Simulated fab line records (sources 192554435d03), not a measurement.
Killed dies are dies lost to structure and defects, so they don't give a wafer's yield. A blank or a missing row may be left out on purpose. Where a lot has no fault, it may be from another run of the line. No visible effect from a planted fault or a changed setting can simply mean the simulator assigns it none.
fab line records	flow n5-finfet
[record] lots = 4	wafers = 12	last-day = 17
route steps=1938 shown BEOL_M2@857 BEOL_M4@1111 PASSIVATION@1936
lots untouched by any fault: they come from a run of this same line in which no faults occurred
start-h: hours from the record's first day to the start of the lot's first wafer shown	wait-h: how many hours have passed since the lot's step before this one	" repeats the value in the row above	L1.1+2: a single row standing in for several wafers	- either no value or no given start	* or withheld: withheld	< > ~ a bound
route shown NAME@n: NAME is a module with steps in the file, n the number in the route of the first one	usual: mean/standard deviation taken from wafers without a fault	same: alike in all rows	chamber/n: place in a boat	sites: per-site readings	_std_site: standard deviation across them	_edge_site: mean of outer sites minus mean of inner sites	radius-mm: how far each site lies from the wafer's centre	mask NAME#n: copy n	behind: the tool/chamber that last shaped the wafer	hold: why the lot was held/for how many hours/how that ended	device: transistor that didn't switch, given as n, p or np	end of line: tests of these same wafers at the route's end	a step with no rows: only its recipe	killed: at the first sort, the dies lost to defects and structure; wafer yield is something else	map: a wafer's dies, marking killed ones x, the rest . and places with no die _
set.NAME: the run value of the setting; set.NAME@STEP: its run value at that earlier step	model.NAME: the simulator's own value behind a step, which no gauge read
a table for each step, a row for each wafer; lots at some steps of the route
services: the hour from which a tool's chamber was out of use, counted from the record's first day as start-h (under 0 if before that day), plus the number of hours and why
[[steps]]
[step N5_BEOL_M2_DESCUM_16]
[recipe] chemistry = O2	time-s = 7	source-power-w = 50	bias-power-w = 20	pressure-mtorr = 20	rf-frequency-hz = 2.712e+07	temp-c = 40	resist = CAR-EUV	o2-flow-sccm = 225
[step N5_BEOL_M2_ETCH_74]
[recipe] chemistry = N2/H2	target = underlayer	target-depth-a = 65	mask-material = CAR-EUV	time-s = 5.2	ion-energy-ev = 200	pressure-mtorr = 30	source-w = 840	bias-w = 150	n2-flow-sccm = 200	h2-flow-sccm = 200	ends = cleared
[step N5_BEOL_M2_ETCH_63]
[recipe] chemistry = CF4	target = SiARC	target-depth-a = 156	mask-material = CAR-EUV	time-s = 26	ion-energy-ev = 80	pressure-mtorr = 40	source-w = 545	bias-w = 36	Ar_flow_sccm = 100	cf4-flow-sccm = 100	ends = cleared
[step N5_BEOL_M2_ETCH_64]
[recipe] chemistry = N2/H2	target = SOC	target-depth-a = 750	overetch-a = 225	mask-material = SiARC	temp-c = 40	time-s = 121.9	ion-energy-ev = 200	pressure-mtorr = 30	source-w = 840	bias-w = 150	n2-flow-sccm = 200	h2-flow-sccm = 200
[step N5_BEOL_M2_STRIP_65]
[recipe] chemistry = N2/H2	temp-c = 40	n2-flow-sccm = 200	h2-flow-sccm = 200	rf-frequency-hz = 6e+07
[step N5_BEOL_M2_STRIP_75]
[recipe] chemistry = N2/H2	temp-c = 40	n2-flow-sccm = 200	h2-flow-sccm = 200	rf-frequency-hz = 6e+07
[step N5_BEOL_M2_STRIP_66]
[recipe] chemistry = CF4	resist = SiARC	power-w = 300	bias-power-w = 75	pressure-mtorr = 50	cf4-flow-sccm = 150	rf-frequency-hz = 6e+07
[step N5_BEOL_M2_HM_OPEN_17]
[recipe] chemistry = Cl2/BCl3	target-depth-a = 200	overetch-a = 60	target = TiN	mask-material = SOC	ion-energy-ev = 150	pressure-mtorr = 10	icp-w = 1000	bias-w = 126	Cl2_flow_sccm = 53.25	bcl3-flow-sccm = 21.75	Ar_flow_sccm = 25
[step N5_BEOL_M2_STRIP_19]
[recipe] chemistry = O2	power-w = 400	temp-c = 40	pressure-mtorr = 30	rf-frequency-hz = 6e+07	bias-power-w = 0	overash-fraction = 0.2	o2-flow-sccm = 225
[step N5_BEOL_M2_COAT_67]
[recipe] resist = SOC	temp-c = 250	time-s = 60	spin-rpm = 1500	resist-thk-nm = 60
[step N5_BEOL_M2_COAT_68]
[recipe] resist = SiARC	temp-c = 220	time-s = 60	spin-rpm = 1500	resist-thk-nm = 12
[usual] spin-speed-rpm = 1500.2/0.82
lot.wafer	tool	chamber	start-h	wait-h	spin-speed-rpm	model.SiARC_of_BEOL_M2_COAT_68.thk-nm
L650.3	litho-track-03	0	227.13	-	1499.8	12
L650.4	"	0	"	"	1499.6	12
L650.5	"	0	"	"	1501.3	12
L654.2	litho-track-03	0	245.94	-	1728.2	11.2
L654.3	"	0	"	"	1729.1	11.2
L654.5	"	0	"	"	1729.0	11.2
L655.1	litho-track-05	0	256.62	-	1499.1	12
L655.2	"	0	"	"	1500.1	12
L655.4	"	0	"	"	1498.9	12
L656.1	litho-track-03	0	260.40	-	1730.0	11.2
L656.2	"	0	"	"	1728.1	11.2
L656.4	"	0	"	"	1731.7	11.2
[step N5_BEOL_M2_COAT_76]
[recipe] resist = underlayer	temp-c = 205	time-s = 60	spin-rpm = 1500	resist-thk-nm = 5
[step N5_BEOL_M2_COAT_22]
[recipe] resist = CAR-EUV	spin-rpm = 1500	resist-thk-nm = 30
[step N5_BEOL_M2_EBR_24]
[recipe] solvent = PGMEA	ebr-width-mm = 1.5
[step N5_BEOL_M2_SOFTBAKE_23]
[recipe] temp-c = 110	time-s = 60	resist = CAR-EUV
[step N5_BEOL_M2_EXPOSE_25]
[recipe] mask-id = V1	na = 0.33	source-shape = quasar	sigma-inner = 0.2	sigma-outer = 0.8	polarization = unpolarized	defocus-nm = 5	dose-mj = 63
[step N5_BEOL_M2_PEB_26]
[recipe] peb-temp-c = 100	peb-time-s = 60	resist = CAR-EUV
[step N5_BEOL_M2_DEVELOP_27]
[recipe] develop-time-s = 30	developer = TMAH	resist = CAR-EUV	rinse-liquid = surfactant-rinse	dry = air-spin	dev-temp-c = 23
[step N5_BEOL_M2_DESCUM_33]
[recipe] chemistry = O2	time-s = 7	source-power-w = 50	bias-power-w = 20	pressure-mtorr = 20	rf-frequency-hz = 2.712e+07	temp-c = 40	resist = CAR-EUV	o2-flow-sccm = 225
[step N5_BEOL_M2_ETCH_77]
[recipe] chemistry = N2/H2	target = underlayer	target-depth-a = 65	mask-material = CAR-EUV	time-s = 5.2	ion-energy-ev = 200	pressure-mtorr = 30	source-w = 840	bias-w = 150	n2-flow-sccm = 200	h2-flow-sccm = 200	ends = cleared
[step N5_BEOL_M2_ETCH_69]
[recipe] chemistry = CF4	target = SiARC	target-depth-a = 156	mask-material = CAR-EUV	time-s = 26	ion-energy-ev = 80	pressure-mtorr = 40	source-w = 545	bias-w = 36	Ar_flow_sccm = 100	cf4-flow-sccm = 100	ends = cleared
[usual] drypump-motor-current-A = 5.6/0.42	etch-rf-on-time-s = 25.8/0.64	oes-product-au = 0.68/0.074	rf-vpp-V = 184.1/1.2	showerhead-plenum-p-Torr = 2.15/0.066	throttle-valve-pct = 15.65/0.25
lot.wafer	tool	chamber	start-h	wait-h	drypump-motor-current-A	etch-rf-on-time-s	oes-product-au	rf-hours-counter-h	rf-vpp-V	showerhead-plenum-p-Torr	throttle-valve-pct	model.etch.depth-nm	model.CAR-EUV_of_BEOL_M2_COAT_22.thk-nm
L650.3	rie-diel-03	3	227.59	0.0	6.2	25.7	0.70	98	183.4	2.17	15.50	12.04	11
L650.4	"	3	"	"	6.2	25.7	0.70	-	183.2	2.17	15.49	12.04	11
L650.5	"	1	"	"	6.2	24.7	0.60	-	183.3	2.12	16.20	12.03	11
L654.2	rie-diel-06	2	246.39	0.0	5.4	24.1	0.76	43	186.6	2.27	15.21	11.22	11.8
L654.3	"	1	"	"	5.4	24.5	0.58	220	185.4	2.20	15.98	11.23	11.8
L654.5	"	1	"	"	5.3	24.3	0.58	-	184.8	2.20	15.96	11.19	12
L655.1	rie-diel-03	0	258.87	0.0	5.4	24.9	0.84	11	187.2	2.28	15.28	11.98	11.2
L655.2	"	2	"	"	5.5	26.2	0.63	167	186.0	2.22	15.75	11.94	11.2
L655.4	"	3	"	"	6.2	25.6	0.68	114	182.5	2.16	15.50	12.02	11
L656.1	rie-diel-02	3	261.65	0.0	5.0	24.1	0.68	90	183.9	2.17	15.60	11.17	11.8
L656.2	"	1	"	"	6.2	23.6	0.63	156	184.0	2.14	15.76	11.18	11.8
L656.4	"	0	"	"	5.2	23.3	0.76	55	184.6	2.09	15.49	11.16	11.6
[step N5_BEOL_M2_ALD_98]
[recipe] material = SiO2	target-thk-a = 25	temp-c = 100	ald-precursor-family = BDEAS	ald-co-reactant = O2-plasma	pulse-time-s = 1	co-reactant-pulse-time-s = 1	purge-time-s = 2	co-reactant-purge-time-s = 2	ald-cycles = 17	pressure-torr = 2
[step N5_BEOL_M2_ETCHBACK_99]
[recipe] chemistry = CHF3	target = SiO2	target-depth-a = 50	time-s = 10.4	source-w = 215	bias-w = 47	Ar_flow_sccm = 200	CHF3_flow_sccm = 12	ion-energy-ev = 100	pressure-mtorr = 30
[usual] drypump-motor-current-A = 5.7/0.43	oes-product-au = 0.80/0.082	rf-vpp-V = 242/5.1	showerhead-plenum-p-Torr = 2.16/0.064	throttle-valve-pct = 17.11/0.24
lot.wafer	tool	chamber	start-h	wait-h	drypump-motor-current-A	oes-product-au	rf-hours-counter-h	rf-vpp-V	showerhead-plenum-p-Torr	throttle-valve-pct	model.CAR-EUV_of_BEOL_M2_COAT_22.thk-nm
L650.3	rie-diel-03	1	230.50	2.7	6.2	0.70	250	242	2.13	17.65	10.2
L650.4	"	2	"	"	5.5	0.75	-	250	2.24	17.19	10.4
L650.5	"	1	"	"	6.2	0.69	-	241	2.13	17.66	10.2
L654.2	rie-diel-02	1	253.71	6.2	6.1	0.74	152	236	2.14	17.14	11.2
L654.3	"	3	"	"	5.1	0.79	86	244	2.18	17.09	11
L654.5	"	3	"	"	5.1	0.79	-	244	2.18	17.07	11.2
L655.1	rie-diel-02	1	267.79	8.8	6.2	0.73	159	235	2.13	17.16	10.4
L655.2	"	3	"	"	5.1	0.79	92	243	2.18	17.09	10.6
L655.4	"	0	"	"	5.2	0.88	57	243	2.11	17.05	10.2
L656.1	rie-diel-06	0	267.83	5.9	5.8	0.68	239	241	2.12	17.08	11
L656.2	"	3	"	"	4.9	0.86	41	235	2.09	17.13	11
L656.4	"	2	"	"	5.4	0.88	46	245	2.28	16.68	11
[step N5_BEOL_M2_ETCH_70]
[recipe] chemistry = N2/H2	target = SOC	target-depth-a = 800	overetch-a = 240	mask-material = SiARC	temp-c = 40	time-s = 130	ion-energy-ev = 200	pressure-mtorr = 30	source-w = 840	bias-w = 150	n2-flow-sccm = 200	h2-flow-sccm = 200
[usual] drypump-motor-current-A = 5.7/0.43	oes-product-au = 0.59/0.058	rf-vpp-V = 524.0/2.3	showerhead-plenum-p-Torr = 2.55/0.08	throttle-valve-pct = 17.89/0.24
lot.wafer	tool	chamber	start-h	wait-h	drypump-motor-current-A	oes-product-au	rf-hours-counter-h	rf-vpp-V	showerhead-plenum-p-Torr	throttle-valve-pct	model.SiARC_of_BEOL_M2_COAT_68.thk-nm
L650.3	rie-diel-03	1	230.53	0.0	6.2	0.51	250	522.5	2.51	18.43	5.4
L650.4	"	2	"	"	5.5	0.55	-	527.3	2.66	18.04	5.8
L650.5	"	1	"	"	6.2	0.50	-	522.5	2.51	18.43	5.4
L654.2	rie-diel-02	1	253.74	0.0	6.1	0.54	152	524.1	2.56	17.99	5
L654.3	"	3	"	"	5.1	0.59	86	524.9	2.57	17.84	5
L654.5	"	3	"	"	5.1	0.58	-	524.8	2.57	17.83	4.8
L655.1	rie-diel-02	1	267.83	0.0	6.2	0.54	159	522.9	2.56	18.02	5.8
L655.2	"	3	"	"	5.1	0.59	92	522.5	2.57	17.84	5.6
L655.4	"	0	"	"	5.2	0.64	57	521.9	2.48	17.77	5.4
L656.1	rie-diel-06	0	267.87	0.0	5.8	0.51	239	521.7	2.51	17.80	5
L656.2	"	3	"	"	4.9	0.65	41	523.1	2.47	17.85	5.4
L656.4	"	2	"	"	5.4	0.64	46	526.7	2.70	17.52	4.8
[step N5_BEOL_M2_STRIP_71]
[recipe] chemistry = N2/H2	temp-c = 40	n2-flow-sccm = 200	h2-flow-sccm = 200	rf-frequency-hz = 6e+07
[step N5_BEOL_M4_RC_MEAS_101]
[usual] DIBL_N = 36.8/2.1	DIBL_P = 37.1/2.2	IOFF_N = 0.18/0.037	IOFF_P = 0.23/0.041	ION_N = 682/13	ION_P = 467/8.6	SS_N = 71.7/0.61	SS_P = 73.5/0.6	VT_N = 248/3.4	VT_P = -249/3.5
lot.wafer	tool	chamber	start-h	wait-h	DIBL_N[mV/V]	DIBL_P[mV/V]	IOFF_N[nA/um]	IOFF_P[nA/um]	ION_N[uA/um]	ION_P[uA/um]	SS_N[mV/dec]	SS_P[mV/dec]	VT_N[mV]	VT_P[mV]
L650.3	prober-02	0	261.34	0.3	37.4	38.3	0.18	0.22	668	460	72.7	73.9	248	-250
L650.4	"	0	"	"	35.1	36.7	0.15	0.20	675	464	71.2	72.6	249	-250
L650.5	"	0	"	"	37.6	39.1	0.19	0.23	676	460	72.0	74.1	244	-250
L654.2	prober-02	0	281.90	0.2	36.4	37.1	0.18	0.24	692	474	71.3	73.0	247	-247
L654.3	"	0	"	"	34.1	33.9	0.13	0.18	683	469	71.7	72.5	253	-250
L654.5	"	0	"	"	35.1	35.6	0.16	0.21	684	466	71.7	73.9	248	-249
L655.1	prober-02	0	294.46	0.0	36.7	35.3	0.16	0.19	672	453	72.0	73.0	253	-251
L655.2	"	0	"	"	34.5	34.7	0.14	0.19	665	464	70.5	73.2	250	-255
L655.4	"	0	"	"	35.5	35.2	0.16	0.19	685	463	71.5	73.2	247	-251
L656.1	prober-01	0	302.47	0.0	35.6	38.4	0.16	0.25	682	473	71.1	72.8	251	-244
L656.2	"	0	"	"	36.1	37.9	0.17	0.25	683	472	71.7	73.4	249	-245
L656.4	"	0	"	"	36.7	38.8	0.18	0.26	686	473	71.6	73.9	246	-245
[step N5_PASSIVATION_PROBE_49]
[usual] defect-limited-yield = 91.0/1.4	killed_at_M0_to_M3 = 35/10	killed_at_M4_up = 13/6	killed-at-contacts = 13/6.4	killed-at-front-end = 42/12	killed-at-other = 3.2/2.4	killed-dies = 107/17	killed-open = 69/13	killed-short = 33/7.3	sort_bin_5_function = 5.3/0.92	sort_bin_6_memory = 3.3/0.66	sort-n-pass = 1073/17	sort-yield-pct = 90.9/1.4
[same] gross-dies = 1180	killed-at-back-side = 0	sort_bin_4_leakage[%] = 0	sort_bin_8_speed[%] = 0
lot.wafer	tool	chamber	start-h	wait-h	defect-limited-yield[%]	killed_at_M0_to_M3	killed_at_M4_up	killed-at-contacts	killed-at-front-end	killed-at-other	killed-dies	killed-open	killed-short	sort_bin_5_function[%]	sort_bin_6_memory[%]	sort-n-pass	sort-yield-pct[%]
L650.3	prober-01	-	367.09	0.1	90.8	24	15	15	52	2	108	62	39	4.7	4.0	1072	90.8
L650.5	prober-01	-	367.19	0.2	89.6	33	19	11	60	0	123	95	28	6.6	3.6	1057	89.6
L656.4	prober-01	-	405.08	0.2	90.2	44	10	14	48	0	116	79	33	5.7	3.6	1064	90.2
// killed by level:class
L650.3 STI_FIN_REVEAL:geometric-particle:open=13 MOL_CONTACT_COAG:geometric-particle:open=11 FIN_SAQP:geometric-particle:short=9 BEOL_M4:geometric-particle:open=9 FIN_SAQP:geometric-particle:open=8 BEOL_M0_SAQP:geometric-particle:short=7 GATE_CUT:geometric-particle:short=6 BEOL_M0_SAQP:geometric-particle:open=5
L650.5 FIN_SAQP:geometric-particle:open=19 STI_FIN_REVEAL:geometric-particle:open=17 BEOL_M4:geometric-particle:open=13 MOL_CONTACT_COAG:geometric-particle:open=8 BEOL_M2:geometric-particle:open=8 BEOL_M3:geometric-particle:open=7 FIN_SAQP:geometric-particle:short=6 BEOL_M0:geometric-particle:open=5
L656.4 FIN_SAQP:geometric-particle:open=22 BEOL_M0_SAQP:geometric-particle:open=18 BEOL_M0_SAQP:geometric-particle:short=14 MOL_CONTACT_COAG:geometric-particle:open=11 DUMMY_GATE:geometric-particle:open=8 FIN_SAQP:geometric-particle:short=6 BEOL_M4:geometric-particle:open=4 MOL_CONTACT_COAG:geometric-particle:short=3
[[services]]
tool	chamber	start-h	hours	kind
rie-diel-06	2	210.88	4.2	repair
rie-diel-03	0	221.15	-	clean
rie-diel-03	0	221.15	-	consumable-replace:focus-ring
rie-diel-03	0	221.15	-	consumable-replace:showerhead
rie-diel-03	0	221.15	18.5	scheduled-down
rie-diel-03	0	221.15	18.5	vent-cycle
rie-diel-03	1	239.65	-	clean
rie-diel-03	1	239.65	-	consumable-replace:focus-ring
rie-diel-03	1	239.65	15.2	scheduled-down
rie-diel-03	1	239.65	15.2	vent-cycle
litho-track-03	-	241.81	-	consumable-replace:filter
rie-diel-06	-	246.45	15.6	pm
[[key]]
[first-sign] step = N5_BEOL_M2_COAT_68	reading = spin-speed-rpm	direction = up	sigmas = 99+	usual = *	struck = *
[effect] step = N5_BEOL_M2_ETCH_69	reading = etch-rf-on-time-s	direction = down	sigmas = 2.8	usual = *	struck = *
[model-effect] step = N5_BEOL_M2_COAT_68	value = SiARC_of_BEOL_M2_COAT_68.thk-nm	without = 12	struck = 11.2
[model-effect] step = N5_BEOL_M2_ETCH_69	value = etch.depth-nm	without = 12.02	struck = 11.19
[model-effect] step = N5_BEOL_M2_ETCHBACK_99	value = CAR-EUV_of_BEOL_M2_COAT_22.thk-nm	without = 10.43	struck = 11.07
[model-effect] step = N5_BEOL_M2_ETCH_70	value = SiARC_of_BEOL_M2_COAT_68.thk-nm	without = 5.867	struck = 5
met-at N5_BEOL_M2_COAT_68
struck-wafers L654.2,L654.3,L654.5,L656.1,L656.2,L656.4
onset-between 227.13 245.94
[fault] kind = process-parameter-drift	tool = litho-track-03	chamber = -	onset-h = 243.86	steps = N5_BEOL_M2_COAT_68	channel = spin-rpm	offset = *	shape = step	end-h = 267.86	acts-in = *	stated = *
